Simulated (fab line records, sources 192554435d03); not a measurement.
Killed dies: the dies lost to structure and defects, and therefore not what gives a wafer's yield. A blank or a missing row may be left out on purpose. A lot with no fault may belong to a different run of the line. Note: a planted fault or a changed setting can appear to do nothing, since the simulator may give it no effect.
Which of the tools did it? + flow n5_finfet + 9 lots, 26 wafers sampled, at 7 steps of a route of 1938

WHAT THE GAUGES SHOWED, per wafer
N5_BEOL_M4_OVL_MEAS_12. Usual: M4_OVL typically reads -0.5 nm, with standard deviation 0.75.
| lot  | measured     | on         | M4_OVL (nm)    | flag |
|------|--------------|------------|----------------|------|
| L381 | day 10 06:50 | overlay-02 | -0.1 -0.1 0.7  |      |
| L389 | day 11 11:04 | overlay-01 | -0.8 -1.4 -1.0 |      |
| L392 | day 11 20:22 | overlay-02 | -0.8 -0.5 0.3  |      |
| L393 | day 12 06:16 | overlay-01 | -1.0 -0.7 -1.6 |      |
| L396 | day 13 11:29 | overlay-02 | -0.5 -0.8 -0.6 |      |
| L397 | day 13 14:27 | overlay-01 | -1.5 -2.5      |      |
| L401 | day 14 16:21 | overlay-01 | -0.5 -0.8 0.2  |      |
| L403 | day 15 12:28 | overlay-02 | -1.4 -0.9 -0.5 |      |
| L404 | day 15 18:17 | overlay-02 | -0.6 -1.6 0.0  |      |

N5_BEOL_M4_INSPECT_13: inspects for defects (brightfield). Usual: 412 for raw_defect_count, sd 98.
| lot  | measured     | on                | raw_defect_count | flag |
|------|--------------|-------------------|------------------|------|
| L381 | day 10 06:53 | defect_inspect-01 | 503 360 365      |      |
| L389 | day 11 11:07 | defect_inspect-02 | 331 233 277      |      |
| L392 | day 11 20:25 | defect_inspect-01 | 858 685 631      | OFF  |
| L393 | day 12 06:19 | defect_inspect-02 | 692 648 786      | OFF  |
| L396 | day 13 11:33 | defect_inspect-02 | 533 427 311      |      |
| L397 | day 13 14:30 | defect_inspect-01 | 383 352          |      |
| L401 | day 14 16:25 | defect_inspect-01 | 283 264 425      |      |
| L403 | day 15 12:31 | defect_inspect-02 | 386 359 499      |      |
| L404 | day 15 18:20 | defect_inspect-01 | 325 384 386      |      |

N5_BEOL_M4_INSPECT_30: inspects for defects (brightfield). Usual: 414 for raw_defect_count, sd 100.
| lot  | measured     | on                | raw_defect_count | flag |
|------|--------------|-------------------|------------------|------|
| L381 | day 10 08:04 | defect_inspect-02 | 473 337 324      |      |
| L389 | day 11 12:04 | defect_inspect-01 | 379 249 307      |      |
| L392 | day 11 21:25 | defect_inspect-02 | 797 643 619      |      |
| L393 | day 12 07:19 | defect_inspect-02 | 703 659 793      | OFF  |
| L396 | day 13 13:59 | defect_inspect-02 | 547 440 298      |      |
| L397 | day 13 16:49 | defect_inspect-01 | 391 359          |      |
| L401 | day 14 17:40 | defect_inspect-02 | 272 254 370      |      |
| L403 | day 15 13:33 | defect_inspect-02 | 380 382 486      |      |
| L404 | day 15 19:14 | defect_inspect-01 | 336 395 387      |      |

N5_BEOL_M4_RC_MEAS_101. Usual: DIBL_N 37.7 mV/V, standard deviation 2; DIBL_P 37.7 mV/V, standard deviation 2.3; IOFF_N 0.18 nA/um, standard deviation 0.039; IOFF_P 0.23 nA/um, standard deviation 0.042; ION_N 681 uA/um, standard deviation 12; ION_P 463 uA/um, standard deviation 8; SS_N 71.9 mV/dec, standard deviation 0.68; SS_P 73.6 mV/dec, standard deviation 0.71; VT_N 248 mV, standard deviation 3.2; VT_P -249 mV, standard deviation 3.1.
| lot  | measured     | on        | DIBL_N (mV/V)  | DIBL_P (mV/V)  | IOFF_N (nA/um) | IOFF_P (nA/um) | ION_N (uA/um) | ION_P (uA/um) | SS_N (mV/dec)  | SS_P (mV/dec)  | VT_N (mV)   | VT_P (mV)      | flag |
|------|--------------|-----------|----------------|----------------|----------------|----------------|---------------|---------------|----------------|----------------|-------------|----------------|------|
| L381 | day 12 07:17 | prober-01 | 36.6 38.5 40.1 | 36.6 38.0 42.1 | 0.17 0.20 0.26 | 0.24 0.25 0.36 | 669 675 688   | 464 460 471   | 72.1 72.3 72.8 | 72.7 73.1 73.9 | 249 248 243 | -245 -243 -241 |      |
| L389 | day 13 18:59 | prober-02 | 38.7 36.7 37.4 | 39.1 36.1 39.1 | 0.19 0.15 0.18 | 0.25 0.18 0.25 | 679 680 695   | 459 458 471   | 72.9 72.5 72.8 | 74.1 73.9 74.3 | 248 250 251 | -251 -256 -250 |      |
| L392 | day 14 05:20 | prober-01 | 39.3 39.9 41.5 | 39.7 40.9 41.8 | 0.19 0.22 0.27 | 0.27 0.27 0.30 | 701 709 715   | 477 470 484   | 71.6 72.0 72.1 | 73.5 74.2 74.2 | 246 244 242 | -249 -249 -245 |      |
| L393 | day 14 15:04 | prober-02 | 40.5 34.8 39.7 | 39.8 32.8 38.2 | 0.25 0.13 0.21 | 0.26 0.16 0.23 | 689 669 681   | 464 452 462   | 72.8 70.7 72.7 | 74.4 72.4 73.4 | 242 250 246 | -247 -253 -252 |      |
| L396 | day 15 08:53 | prober-01 | 40.9 37.4 37.9 | 40.7 36.3 36.6 | 0.22 0.16 0.16 | 0.30 0.22 0.22 | 692 676 679   | 477 468 471   | 72.4 71.1 71.7 | 74.6 73.8 73.2 | 244 248 250 | -242 -250 -249 |      |
| L397 | day 15 22:14 | prober-02 | 37.4 36.1      | 38.8 37.4      | 0.16 0.15      | 0.23 0.20      | 663 674       | 454 456       | 71.4 71.9      | 74.0 73.9      | 254 252     | -251 -252      |      |
| L401 | day 17 01:41 | prober-01 | 38.0 33.6 35.8 | 40.6 34.2 36.5 | 0.18 0.11 0.15 | 0.23 0.14 0.17 | 686 645 675   | 471 444 454   | 72.0 71.2 71.7 | 73.7 71.8 73.3 | 247 256 251 | -252 -253 -256 |      |
| L403 | day 17 05:06 | prober-02 | 39.4 36.0 38.5 | 38.3 34.0 39.8 | 0.22 0.17 0.22 | 0.26 0.19 0.30 | 685 680 688   | 469 459 471   | 73.2 71.6 71.4 | 73.9 72.8 73.6 | 245 249 244 | -247 -251 -246 |      |
| L404 | day 17 18:26 | prober-02 | 36.5 33.3 36.9 | 36.5 31.9 37.3 | 0.16 0.12 0.19 | 0.26 0.17 0.26 | 662 680 686   | 460 463 475   | 71.5 70.8 72.2 | 73.6 73.0 74.0 | 250 248 248 | -245 -251 -246 |      |

WHAT TOOL EACH LOT RAN ON (gives the tool, then ch and the chambers of the sampled wafers, and finally the start)
| lot  | N5_BEOL_M3_PRE_CLEAN_60          | N5_BEOL_M4_PECVD_72             | N5_BEOL_M4_STRIP_66                |
|------|----------------------------------|---------------------------------|------------------------------------|
| L381 | cvd_co-02 ch 0,1,2, day 10 04:37 | pecvd-01 ch 0,2, day 10 05:02   | rie_diel-05 ch 1,2,3, day 10 07:08 |
| L389 | cvd_co-01 ch 0,1,2, day 11 07:18 | pecvd-03 ch 0,1,2, day 11 07:41 | rie_diel-04 ch 0,2,3, day 11 11:22 |
| L392 | cvd_co-01 ch 0,1,2, day 11 19:08 | pecvd-01 ch 1,2, day 11 19:32   | rie_diel-05 ch 1,3, day 11 20:40   |
| L393 | cvd_co-01 ch 0,1,2, day 12 04:37 | pecvd-01 ch 0,1,2, day 12 05:00 | rie_diel-04 ch 1,2, day 12 06:41   |
| L396 | cvd_co-01 ch 0,1,2, day 13 10:34 | pecvd-02 ch 0,1,2, day 13 10:58 | rie_diel-05 ch 1,2, day 13 12:28   |
| L397 | cvd_co-01 ch 0,2, day 13 13:26   | pecvd-03 ch 0,2, day 13 13:50   | rie_diel-05 ch 0, day 13 15:10     |
| L401 | cvd_co-02 ch 0,1,2, day 14 14:44 | pecvd-03 ch 0,2, day 14 15:08   | rie_diel-01 ch 0,1,2, day 14 16:54 |
| L403 | cvd_co-01 ch 0,1, day 15 11:24   | pecvd-01 ch 0,1,2, day 15 11:51 | rie_diel-01 ch 0,1,3, day 15 12:48 |
| L404 | cvd_co-02 ch 0,2, day 15 15:13   | pecvd-01 ch 0,1,2, day 15 15:40 | rie_diel-05 ch 0,1,3, day 15 18:35 |
- N5_BEOL_M3_PRE_CLEAN_60: time 15 s.
- N5_BEOL_M4_PECVD_72: deposits SiO2 from TEOS/O2, target thk 16 nm, time 18 s.
- N5_BEOL_M4_STRIP_66: strips in CF4.

AS READ BY THE TOOLS THEMSELVES (means over the sampled wafers that have a number; for cases with no such wafer, the mark the record gives instead)
N5_BEOL_M3_PRE_CLEAN_60. Usual: 87 W for heater_power_w, sd 18.
| lot  | tool      | heater_power_w (W) | flag |
|------|-----------|--------------------|------|
| L381 | cvd_co-02 | 103                |      |
| L389 | cvd_co-01 | 76                 |      |
| L392 | cvd_co-01 | 75                 |      |
| L393 | cvd_co-01 | 75                 |      |
| L396 | cvd_co-01 | 76                 |      |
| L397 | cvd_co-01 | 69                 |      |
| L401 | cvd_co-02 | 107                |      |
| L403 | cvd_co-01 | 73                 |      |
| L404 | cvd_co-02 | 110                |      |

N5_BEOL_M4_PECVD_72. Usual: heater_power_w 660 W, standard deviation 110; showerhead_plenum_p_Torr 8.81 Torr, standard deviation 0.062; throttle_valve_pct 22.4 %, standard deviation 1.1.
| lot  | tool     | heater_power_w (W) | showerhead_plenum_p_Torr (Torr) | throttle_valve_pct (%) | flag |
|------|----------|--------------------|---------------------------------|------------------------|------|
| L381 | pecvd-01 | 677                | 8.77                            | 22.8                   |      |
| L389 | pecvd-03 | 651                | 8.79                            | 22.7                   |      |
| L392 | pecvd-01 | 674                | 8.85                            | 21.0                   |      |
| L393 | pecvd-01 | 615                | 8.84                            | 21.9                   |      |
| L396 | pecvd-02 | 764                | 8.76                            | 22.7                   |      |
| L397 | pecvd-03 | 638                | 8.82                            | 22.1                   |      |
| L401 | pecvd-03 | 629                | 8.81                            | 22.5                   |      |
| L403 | pecvd-01 | 629                | 8.83                            | 22.0                   |      |
| L404 | pecvd-01 | 633                | 8.84                            | 22.1                   |      |

N5_BEOL_M4_STRIP_66. Usual: bias_power_w 75.03 W, standard deviation 0.25; drypump_motor_current_A 5.9 A, standard deviation 0.41; oes_product_au 0.78 a.u., standard deviation 0.076; rf_vpp_V 271.8 V, standard deviation 1.3; showerhead_plenum_p_Torr 1.82 Torr, standard deviation 0.045; throttle_valve_pct 13.52 %, standard deviation 0.15.
| lot  | tool        | bias_power_w (W) | drypump_motor_current_A (A) | oes_product_au (a.u.) | rf_vpp_V (V) | showerhead_plenum_p_Torr (Torr) | throttle_valve_pct (%) | flag |
|------|-------------|------------------|-----------------------------|-----------------------|--------------|---------------------------------|------------------------|------|
| L381 | rie_diel-05 | 75.10            | 6.2                         | 0.85                  | 272.1        | 1.87                            | 13.41                  |      |
| L389 | rie_diel-04 | 75.14            | 5.5                         | 0.78                  | 271.5        | 1.81                            | 13.61                  |      |
| L392 | rie_diel-05 | 75.26            | 6.5                         | 0.84                  | 274.2        | 1.88                            | 13.36                  |      |
| L393 | rie_diel-04 | 74.91            | 6.1                         | 0.83                  | 271.3        | 1.81                            | 13.48                  |      |
| L396 | rie_diel-05 | 74.79            | 6.1                         | 0.82                  | 273.0        | 1.87                            | 13.58                  |      |
| L397 | rie_diel-05 | 75.41            | 5.7                         | 0.77                  | 272.6        | 1.86                            | 13.27                  |      |
| L401 | rie_diel-01 | 75.03            | 5.9                         | 0.77                  | 271.3        | 1.80                            | 13.56                  |      |
| L403 | rie_diel-01 | 74.97            | 6.2                         | 0.77                  | 271.6        | 1.80                            | 13.54                  |      |
| L404 | rie_diel-05 | 74.98            | 6.2                         | 0.78                  | 273.8        | 1.87                            | 13.45                  |      |

THE ANSWER, worked out from the rows above alone
Rule: a lot is off if the mean of its wafers that have a number lies more than 3 standard deviations from the usual mean. A lot without any number at a reading at which 4 lots or more have one is off too. Any other lot the step has rows for is counted as sound. Order of review: gauges by route order, followed by the tools' own readings, for which a lot's mean as printed above is used. The first step at which some lot is off is used, and at that step the reading that is off furthest; a lot without a number counts as furthest.
Off: L392, L393, at N5_BEOL_M4_INSPECT_13 (raw_defect_count).
A tool fits if, at a process step before that reading, it ran every lot that is off, and no sound lot after the first of them. Gauges at N5_BEOL_M4_INSPECT_13: tried the same way as those tools. No candidate that was tried fits.

WHAT WAS PUT IN BY THE SIMULATOR
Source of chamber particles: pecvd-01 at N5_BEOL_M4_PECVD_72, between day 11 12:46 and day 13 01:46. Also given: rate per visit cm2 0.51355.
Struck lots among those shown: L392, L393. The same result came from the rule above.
